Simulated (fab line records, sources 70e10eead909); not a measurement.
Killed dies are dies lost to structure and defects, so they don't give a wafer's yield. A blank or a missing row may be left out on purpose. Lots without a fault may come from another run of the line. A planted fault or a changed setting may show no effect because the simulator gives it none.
A struck lot beside a sound one | flow nand_harc | 15 steps out of a route of 1302
Sound: wafers L802.1, L802.2, L802.5. Struck: wafers L814.1, L814.5. (L814.2 of the same lot was not struck and is left out.) The cause comes at the end.
At each step with rows: each side's tool, then ch and its chambers, then its first start. Under that, the readings that differ: sound wafers | struck wafers | difference of the means | sigmas: that difference in standard deviations of wafers without a fault.
alike: readings whose means differ by less than 2 such deviations, and words and numbers that are the same on both sides. not compared: withheld readings, readings that some wafer has no value for, bounds like >300 that may hide the same value, and numbers for which the record gives no deviation and whose values overlap.
The two part at a step that has a row with sigmas, a row that says differs or no value, or rows on one side only. Numbers that don't overlap but have no deviation are shown without sigmas and don't part them. A reading that every wafer of one side lacks parts them only if that side has two wafers or more.

first, 3 steps without rows for these wafers: NHARC_A_CONTACT_ETCH_112 (etches the open film in C4F8/O2/Ar, time 190 s, target depth 1850 nm); NHARC_A_CONTACT_ETCH_113 (etches the open film in C4F8/O2/Ar, time 190 s, target depth 1850 nm); NHARC_A_CONTACT_ETCH_114 (etches the open film in C4F8/O2/Ar, time 190 s, target depth 1850 nm).
NHARC_A_CONTACT_ETCH_115: etches the open film in C4F8/O2/Ar, time 190 s, target depth 1850 nm.
  sound on har_cap_etch-01 ch 0,1, day 21 04:50; struck on har_cap_etch-01 ch 0,1, day 25 20:21
  not compared: rf_hours_counter_h
then, 1 step without rows for these wafers: NHARC_A_CONTACT_ETCH_116 (etches the open film in C4F8/O2/Ar, time 190 s, target depth 1850 nm).
NHARC_A_CONTACT_ETCH_117: etches the open film in C4F8/O2/Ar, time 190 s, target depth 1850 nm.
  sound on har_cap_etch-01 ch 0,1, day 21 05:11; struck on har_cap_etch-01 ch 0,1, day 25 20:48
  not compared: rf_hours_counter_h
then, 2 steps without rows for these wafers: NHARC_A_CONTACT_ETCH_118 (etches the open film in C4F8/O2/Ar, time 190 s, target depth 1850 nm); NHARC_A_CONTACT_ETCH_119 (etches the open film in C4F8/O2/Ar, time 190 s, target depth 1850 nm).
NHARC_A_CONTACT_ETCH_120: etches the open film in C4F8/O2/Ar, time 190 s, target depth 1850 nm.
  sound on har_cap_etch-01 ch 0,1, day 21 05:41; struck on har_cap_etch-01 ch 0,1, day 25 21:29
  not compared: rf_hours_counter_h
then, 1 step without rows for these wafers: NHARC_A_CONTACT_ETCH_121 (etches the open film in C4F8/O2/Ar, time 190 s, target depth 1850 nm).
NHARC_A_CONTACT_ETCH_122: etches the open film in C4F8/O2/Ar, time 190 s, target depth 1850 nm.
  sound on har_cap_etch-01 ch 0,1, day 21 06:02; struck on har_cap_etch-01 ch 0,1, day 25 21:56
  not compared: rf_hours_counter_h
NHARC_A_CONTACT_ETCH_123: etches the open film in C4F8/O2/Ar, time 490 s, target depth 2110 nm.
  sound on har_cap_etch-01 ch 0,1, day 21 06:12; struck on har_cap_etch-01 ch 0,1, day 25 22:10
  not compared: rf_hours_counter_h
NHARC_A_CONTACT_ETCH_90: etches the open film in CH3F/O2, target depth 40 nm, time 85.7 s.
  sound on rie_diel-09 ch 0,2,3, day 21 07:11; struck on rie_diel-08 ch 2, day 25 23:19
  reading               | sound             | struck      | difference | sigmas
  oes_product_au (a.u.) | 0.93 0.92 0.92    | 0.72 0.73   | -0.20      | -6
  rf_vpp_V (V)          | 245.3 242.6 246.8 | 241.7 241.6 | -3.3       | -2
  alike: ch3f_flow_sccm, drypump_motor_current_A, showerhead_plenum_p_Torr, throttle_valve_pct
  not compared: rf_hours_counter_h
then, 2 steps without rows for these wafers: NHARC_A_CONTACT_ETCH_96 (etches the open film in C4F6/O2, target depth 20 nm, time 10 s); NHARC_END_SORT_01.

WHERE THEY PART
Only at NHARC_A_CONTACT_ETCH_90, within this record.

WHY: what the simulator had put in
Process parameter drift: rie_diel-08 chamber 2, from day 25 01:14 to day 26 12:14, at NHARC_A_CONTACT_ETCH_90. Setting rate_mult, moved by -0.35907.
